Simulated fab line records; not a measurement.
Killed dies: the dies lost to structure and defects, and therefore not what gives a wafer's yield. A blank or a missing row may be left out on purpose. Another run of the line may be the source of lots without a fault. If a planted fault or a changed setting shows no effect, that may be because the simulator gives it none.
Matching of chambers	flow nand harc	NHARC_A_STAIRCASE_TRIM_196 on rie diel-11 has 4 sister chambers
The step chemistry O2, time 211.2 s. 16 wafers are shown with their chamber, then 8 later ones without.

== EACH WAFER AND ITS CHAMBER ==
wafer	chamber	drypump motor current A (A)	showerhead plenum p Torr (Torr)	oes product au (a.u.)
L075.2	1	4.9	3.29	0.965
L075.5	3	5.5	3.47	0.995
L075.6	2	5.9	3.52	1.020
L074.2	0	4.7	3.48	1.027
L074.3	2	5.9	3.52	1.023
L074.4	1	4.9	3.29	0.961
L077.2	0	4.7	3.47	1.002
L077.3	3	5.5	3.47	1.012
L077.4	2	5.9	3.52	1.007
L078.3	1	4.9	3.28	0.967
L078.4	3	5.5	3.46	1.006
L078.6	2	5.9	3.51	0.997
L081.1	1	4.9	3.28	0.954
L081.3	2	6.0	3.51	1.000
L081.5	3	5.5	3.46	1.004
L093.2	2	5.9	3.49	0.981

SIGNATURES (means of the wafers above)
reading	chamber 0	chamber 1	chamber 2	chamber 3	scatter within a chamber
drypump motor current A	4.700	4.900	5.917	5.500	0.0264
showerhead plenum p Torr	3.4750	3.2850	3.5117	3.4650	0.00882
oes product au	1.01450	0.96175	1.00467	1.00425	0.0122
Rule: for a wafer and a chamber, the distance is found by dividing, reading by reading, the gap between the wafer's reading and the chamber's mean by the reading's scatter, squaring, summing and taking the root. If the next closest chamber is less than 2 further off than the closest, the wafer can't be placed; otherwise it belongs to the closest. How the scatter is found: for the shown wafers, subtract from each reading the mean of its chamber, square and add these, divide the total by (wafers less chambers), then take the root.

== WAFERS WITH NO CHAMBER GIVEN ==
wafer	drypump motor current A (A)	showerhead plenum p Torr (Torr)	oes product au (a.u.)
L093.3	4.9	3.79	0.975
L093.6	4.9	3.79	0.968
L095.2	4.7	3.44	1.010
L095.3	4.9	3.79	0.975
L095.5	4.7	3.44	1.013
L096.3	4.7	3.44	1.006
L096.5	4.9	3.79	0.982
L096.6	4.7	3.44	0.999

== CHAMBER TAKEN BY EACH ==
wafer	from the rows above	in truth
L093.3	0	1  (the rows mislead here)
L093.6	0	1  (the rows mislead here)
L095.2	0	0
L095.3	0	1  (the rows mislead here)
L095.5	0	0
L096.3	0	0
L096.5	0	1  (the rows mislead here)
L096.6	0	0
4 of 8 placed correctly. Can't be placed from these rows: 0. Number placed wrongly: 4.
